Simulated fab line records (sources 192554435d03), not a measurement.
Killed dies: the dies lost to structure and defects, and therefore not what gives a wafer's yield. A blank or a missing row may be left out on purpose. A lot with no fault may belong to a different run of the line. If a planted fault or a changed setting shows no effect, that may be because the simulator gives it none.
Which tool was responsible? ; flow n5_finfet ; 6 lots, 18 wafers sampled, at 1 step of a route of 1938

== WHAT EACH GAUGE READ, for each wafer ==
N5_DUMMY_GATE_THK_MEAS_05.
lot;measured;on;thk_nm (nm)
L331;day 3 19:29;film_metro-02;72.4 72.6 72.5
L334;day 4 15:47;film_metro-01;72.5 72.4 71.4
L340;day 5 23:46;film_metro-02;71.2 72.2 70.3
L346;day 7 12:27;film_metro-02;71.0 68.9 70.1
L348;day 7 23:35;film_metro-01;72.4 73.7 72.1
L350;day 8 11:02;film_metro-01;71.4 72.7 71.4

== EACH LOT AND THE TOOL THAT RAN IT (in order: tool; ch and the chambers of the sampled wafers; start) ==
The record holds no process step before these readings.

== THE ANSWER, worked out from the rows above alone ==
Rule: usual is defined by the lots themselves. The widest of any qualifying gaps counts: lots, ordered by their means at a reading, are off when they make up no more than a third of the lots, leave a main group of 4 or more, and stand apart from it by 3 or more times the standard deviation of that group's means. The tables above print the reading to a certain number of digits; a main group whose means all agree to those digits is not used. Also off: a lot with no number at a reading for which 4 or more lots have one. Where the step has rows for the other lots, those lots are counted as sound.
No lot is off at any reading shown: from this, nothing can be told.

== WHAT THE SIMULATOR PUT IN ==
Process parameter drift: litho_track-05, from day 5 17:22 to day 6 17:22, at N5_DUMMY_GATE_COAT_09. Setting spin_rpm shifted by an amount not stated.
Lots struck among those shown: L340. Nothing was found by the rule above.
